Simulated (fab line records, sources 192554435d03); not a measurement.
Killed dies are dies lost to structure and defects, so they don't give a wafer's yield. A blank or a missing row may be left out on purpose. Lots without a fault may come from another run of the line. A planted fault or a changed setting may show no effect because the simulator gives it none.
Split-lot experiment | flow n5_finfet | 7 lots, 21 wafers read, on a route of 1938 steps

THE SPLIT
At N5_GATE_CUT_COAT_07 (resist thk 30 nm), the setting spin_rpm was moved away from the recipe's 1500 rpm on 5 of the 21 wafers read, by -8.2% to +9.6%. The other wafers ran this setting at the recipe's value.

FROM THE SPLIT TO THE READING: what the file shows between them, 3 steps
- N5_GATE_CUT_EXPOSE_10: exposes mask GATE CUT, target cd 20 nm (also split here: dose_mj)
- N5_GATE_CUT_PEB_11: peb time 60 s
- N5_GATE_CUT_DEVELOP_12: develop time 30 s

THE READING
CAR-EUV_of_GATE_CUT_COAT_07.thk_nm (the simulator's own value, which no gauge read), in nm, at N5_GATE_CUT_DESCUM_18 (chemistry O2, time 7 s). The file gives no usual value for it. The 16 wafers here that ran the recipe average 26.0 nm, standard deviation 0.14 nm.

wafer  | tool, chamber at the split | spin_rpm as run, rpm | against the recipe | CAR-EUV_of_GATE_CUT_COAT_07.thk_nm, nm | against lot-mates on the recipe
L074.3 | litho_track-04, 0          | 1377                 | -8.2%              | 27.2                                   | +1.2
L074.4 | litho_track-04, 0          | 1377                 | -8.2%              | 27.4                                   | +1.4
L074.6 | litho_track-04, 0          | 1500                 | recipe             | 26                                     | -
L083.2 | litho_track-04, 0          | 1500                 | recipe             | 25.8                                   | -
L083.3 | litho_track-04, 0          | 1500                 | recipe             | 26                                     | -
L083.6 | litho_track-04, 0          | 1393                 | -7.1%              | 27.2                                   | +1.3
L084.1 | litho_track-03, 0          | 1500                 | recipe             | 26.2                                   | -
L084.5 | litho_track-03, 0          | 1500                 | recipe             | 26.2                                   | -
L084.2 | litho_track-03, 0          | 1500                 | recipe             | 26                                     | -
L085.1 | litho_track-05, 0          | 1500                 | recipe             | 26                                     | -
L085.2 | litho_track-05, 0          | 1500                 | recipe             | 26.2                                   | -
L085.6 | litho_track-05, 0          | 1500                 | recipe             | 26                                     | -
L089.1 | litho_track-03, 0          | 1500                 | recipe             | 26                                     | -
L089.2 | litho_track-03, 0          | 1500                 | recipe             | 26                                     | -
L089.4 | litho_track-03, 0          | 1500                 | recipe             | 26                                     | -
L092.2 | litho_track-05, 0          | 1580                 | +5.3%              | 25.2                                   | -0.6
L092.4 | litho_track-05, 0          | 1500                 | recipe             | 25.8                                   | -
L092.6 | litho_track-05, 0          | 1500                 | recipe             | 25.8                                   | -
L096.2 | litho_track-03, 0          | 1500                 | recipe             | 26.2                                   | -
L096.4 | litho_track-03, 0          | 1500                 | recipe             | 25.8                                   | -
L096.5 | litho_track-03, 0          | 1644                 | +9.6%              | 24.6                                   | -1.4

THE FIT
A straight line over all 21 wafers: CAR-EUV_of_GATE_CUT_COAT_07.thk_nm changes by -0.155 nm for each +1% of spin_rpm; r = -0.98; the points scatter about the line by 0.14 nm.
The same after taking each lot's own level away (the mean of its wafers on the recipe; 21 wafers): -0.154 nm for each +1%; r = -0.98; scatter 0.12 nm.
On that fit, the largest move of spin_rpm shifts the reading by 1.5 nm.
The lots' own levels span 25.80 to 26.13 nm, that is 2.4 times the standard deviation above.
So the lot-to-lot level changes the slope little: the two slopes agree.
Check: with one of the wafers moved furthest among these (+9.6%) left out of the fit, the line predicts -1.48 nm for it against its lot-mates. It came out at -1.4 nm against them.

OTHER SPLITS ON THESE WAFERS
These wafers also went through other splits before the reading. Each is held against what the fit with the lots' levels taken away leaves over:
other split on the same wafers | wafers away from the commonest value | r with CAR-EUV_of_GATE_CUT_COAT_07.thk_nm (lot level and that fit taken away)
N5_HKMG_FIN_ETCH_32 bias_w     | 8                                    | -0.23
N5_GATE_CUT_EXPOSE_10 dose_mj  | 5                                    | +0.52

THE WHOLE CHAIN: every reading that the file lists as answering this split, in the file's order
step                   | what it does           | reading                                                                             | change (the file's fit)               | r (the file's)
N5_GATE_CUT_COAT_07    | resist thk 30 nm       | CAR-EUV_of_GATE_CUT_COAT_07.thk_nm (the simulator's own value, which no gauge read) | -0.141 nm for each +1% of the setting | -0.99
N5_GATE_CUT_DEVELOP_12 | develop time 30 s      | CAR-EUV_of_GATE_CUT_COAT_07.thk_nm (the simulator's own value, which no gauge read) | -0.158 nm for each +1% of the setting | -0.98
N5_GATE_CUT_DESCUM_18  | chemistry O2, time 7 s | CAR-EUV_of_GATE_CUT_COAT_07.thk_nm (the simulator's own value, which no gauge read) | -0.153 nm for each +1% of the setting | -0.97

THE FILE'S OWN FIT
CAR-EUV_of_GATE_CUT_COAT_07.thk_nm changes by -0.153 nm for each +1% of spin_rpm, r = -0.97.
